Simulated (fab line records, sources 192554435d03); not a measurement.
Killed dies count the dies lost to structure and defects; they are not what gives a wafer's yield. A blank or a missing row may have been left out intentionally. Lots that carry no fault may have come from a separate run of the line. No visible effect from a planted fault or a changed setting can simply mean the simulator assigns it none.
A single fault, viewed from 3 desks	flow n5-finfet	each desk has only its own numbers; what lay behind them comes last

== THE DEFECT DESK ==
Counts from the inspections along the route, per lot, as means over the sampled wafers that have a number. Marked OUT: a lot whose mean sits more than 4 standard deviations from the usual mean, which makes it out of limits; the brackets give that distance.
Columns: A = raw-defect-count at N5_STI_FIN_REVEAL_INSPECT_13, usual 11
lot	first seen here	A
L738	day 3 06:04	13
L739	day 3 12:53	14
L745	day 5 07:10	480 (+98) OUT
L746	day 5 14:01	469 (+95) OUT
L747	day 5 19:05	13
L750	day 6 08:08	7
L752	day 6 18:31	8
L753	day 7 00:28	13
L757	day 8 01:32	9
L758	day 8 07:36	8
This desk's finding: out of limits on L745, L746; first on L745, day 5 07:10 (raw-defect-count at N5_STI_FIN_REVEAL_INSPECT_13). Within limits: L738, L739, L747, L750, L752, L753, L757, L758.

== TOOL OWNER'S DESK, rie-si-03 ==
The tool's own readings at N5_STI_FIN_REVEAL_ETCH_34 (etches Si in H2, material Si, target depth 0.97 nm): means of the sampled wafers that have a number, for each lot that ran on this tool. Marked OUT: a lot whose mean sits more than 4 standard deviations from the usual mean, which makes it out of limits; the brackets give that distance.
Columns: A = drypump-motor-current-A at N5_STI_FIN_REVEAL_ETCH_34, usual 5.9 A; B = he-backside-leak-sccm at N5_STI_FIN_REVEAL_ETCH_34, usual 2.65 sccm; C = he-flow-sccm at N5_STI_FIN_REVEAL_ETCH_34, usual 142.5 sccm; D = oes-product-au at N5_STI_FIN_REVEAL_ETCH_34, usual 0.997 a.u.; E = throttle-valve-pct at N5_STI_FIN_REVEAL_ETCH_34, usual 25.7 %
lot	first seen here	A	B	C	D	E
L738	day 3 05:20	5.6	2.69	142.4	0.990	25.2
L745	day 5 06:28	5.6	2.89	142.6	0.987	25.4
L746	day 5 13:19	6.0	2.57	142.7	0.992	25.4
Finding of this desk: none of the 3 lots has anything out of limits.

== METROLOGY DESK ==
What the gauges read, lot by lot, whatever tool the lot ran on: means of the sampled wafers that have a number. Marked OUT: a lot whose mean sits more than 4 standard deviations from the usual mean, which makes it out of limits; the brackets give that distance. Only the readings that lie furthest out on some lot appear, 7 of the 11 it has.
Columns: A = thk-nm at N5_DUMMY_GATE_THK_MEAS_05, usual 71.2 nm; B = DIBL_N at N5_BEOL_M4_RC_MEAS_101, usual 37.7 mV/V; C = DIBL_P at N5_BEOL_M4_RC_MEAS_101, usual 37.7 mV/V; D = ION_N at N5_BEOL_M4_RC_MEAS_101, usual 681 uA/um; E = ION_P at N5_BEOL_M4_RC_MEAS_101, usual 463 uA/um; F = VT_N at N5_BEOL_M4_RC_MEAS_101, usual 248 mV; G = VT_P at N5_BEOL_M4_RC_MEAS_101, usual -249 mV
lot	first seen here	A	B	C	D	E	F	G
L738	day 3 10:41	69.3	37.7	37.1	686	460	248	-252
L739	day 3 17:20	72.6	38.3	38.1	671	450	250	-253
L745	day 5 11:20	71.3	34.9	35.9	685	465	248	-250
L746	day 5 18:12	71.4	40.2	40.8	708	477	244	-248
L747	day 5 23:17	71.5	38.3	36.9	680	459	246	-251
L750	day 6 12:19	70.5	38.7	37.9	682	472	247	-247
L752	day 6 22:42	71.2	37.7	37.2	678	461	250	-248
L753	day 7 05:03	71.3	38.2	36.9	674	461	247	-250
L757	day 8 05:43	69.7	38.0	37.4	684	466	246	-248
L758	day 8 13:51	71.2	35.6	35.2	676	466	249	-247
Finding of this desk: none of the 10 lots has anything out of limits.

== BROUGHT TOGETHER ==
The defect desk could have raised an alarm at day 5 07:10, on L745, L746.
The desk of the tool owner found nothing out of limits.
From the metrology desk's view, nothing was out of limits.
Tool owner's desk: L745, L746 on record, inside its limits.
The metrology desk holds a record of L745, L746, inside its limits.
The lots listed all ran N5_STI_FIN_REVEAL_ETCH_34 on rie-si-03.

== WHAT THE SIMULATOR HAD PUT IN ==
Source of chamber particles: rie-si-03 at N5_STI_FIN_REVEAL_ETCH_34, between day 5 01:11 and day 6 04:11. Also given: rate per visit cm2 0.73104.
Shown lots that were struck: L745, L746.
Hours from the fault's start to each desk's first reading out of limits: the defect desk, 6.
